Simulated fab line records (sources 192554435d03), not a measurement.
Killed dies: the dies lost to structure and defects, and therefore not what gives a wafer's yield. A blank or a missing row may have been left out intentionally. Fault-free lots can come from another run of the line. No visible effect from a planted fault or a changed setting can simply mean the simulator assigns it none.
What tool caused it? :: flow n5_finfet :: 27 wafers sampled from 9 lots at 1 step of a route of 1938

WHAT EACH GAUGE READ, for each wafer
N5_BEOL_M4_INSPECT_30: inspects for defects (brightfield).
lot: L301
measured: day 7 17:59
on: defect_inspect-02
raw_defect_count: 426 460 532

lot: L303
measured: day 8 01:18
on: defect_inspect-02
raw_defect_count: 497 519 425

lot: L307
measured: day 9 03:39
on: defect_inspect-01
raw_defect_count: 540 462 484

lot: L308
measured: day 9 05:59
on: defect_inspect-01
raw_defect_count: 452 445 457

lot: L315
measured: day 11 05:07
on: defect_inspect-02
raw_defect_count: 500 387 479

lot: L317
measured: day 11 09:21
on: defect_inspect-01
raw_defect_count: 481 423 408

lot: L318
measured: day 11 20:07
on: defect_inspect-02
raw_defect_count: 348 277 356

lot: L319
measured: day 11 20:50
on: defect_inspect-02
raw_defect_count: 314 445 555

lot: L321
measured: day 12 15:01
on: defect_inspect-02
raw_defect_count: 242 481 453

WHAT TOOL EACH LOT RAN ON (gives the tool, then ch and the chambers of the sampled wafers, and finally the start)
Before these readings, the record contains no process step.

THE ANSWER, worked out from the rows above alone
Rule: the lots themselves supply what counts as usual. Put in order of their means at a reading, lots are off if they are a third of the lots or fewer, leave a main group of 4 or more, and stand apart from it by a gap of 3 or more times the standard deviation of the main group's means; of several such gaps the widest counts. The tables above print the reading to a certain number of digits; a main group whose means all agree to those digits is not used. A lot without any number at a reading at which 4 lots or more have one is off too. All remaining lots with rows at the step are treated as sound.
Nothing can be told from this: no lot is off at any reading shown.

WHAT THE SIMULATOR PUT IN
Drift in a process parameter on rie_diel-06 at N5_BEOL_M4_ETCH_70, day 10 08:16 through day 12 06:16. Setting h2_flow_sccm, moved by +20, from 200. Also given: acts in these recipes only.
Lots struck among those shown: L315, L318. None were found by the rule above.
